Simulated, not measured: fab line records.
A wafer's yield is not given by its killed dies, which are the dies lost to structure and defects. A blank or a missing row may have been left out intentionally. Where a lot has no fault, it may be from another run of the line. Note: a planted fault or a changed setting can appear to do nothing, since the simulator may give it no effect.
Chamber matching    flow nand_harc    rie_diel-10 running NHARC_P_GATE_ETCH_104: 4 sister chambers
The step etches the open film in CF4/CHF3, target depth 60 nm. 4 wafers are shown with their chamber, then 7 later ones without.

WAFERS PAIRED WITH THEIR CHAMBERS
wafer   chamber  drypump_motor_current_A (A)
L087.3  3        6.0
L087.4  0        6.3
L092.1  1        6.3
L092.3  2        5.6

WAFERS WITHOUT THEIR CHAMBER
wafer   drypump_motor_current_A (A)
L092.5  6.3
L095.2  6.0
L095.4  6.3
L095.5  5.5
L096.1  6.0
L096.3  6.3
L096.4  5.6

CHAMBER TAKEN BY EACH
wafer   from the rows above      in truth
L092.5  can't be placed: 0 or 1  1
L095.2  3                        3
L095.4  can't be placed: 0 or 1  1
L095.5  2                        2
L096.1  3                        3
L096.3  can't be placed: 0 or 1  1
L096.4  2                        2
Correct placement for 4 of the 7. From these rows, 3 cannot be placed; in 3 the true chamber is one of the candidates. 0 placed wrongly.
How it was worked out, from the rows above alone: a wafer's distance from a chamber is the root of the sum, over the readings, of the square of ((its reading less the chamber's mean) divided by the reading's scatter). The wafer belongs to the nearest chamber; if the next one is less than 2 further off, it can't be placed. A chamber's mean is the mean of its shown wafers. The scatter (one wafer shown for each chamber): square how far every hidden wafer sits from the nearest shown wafer, average those squares and take the square root.
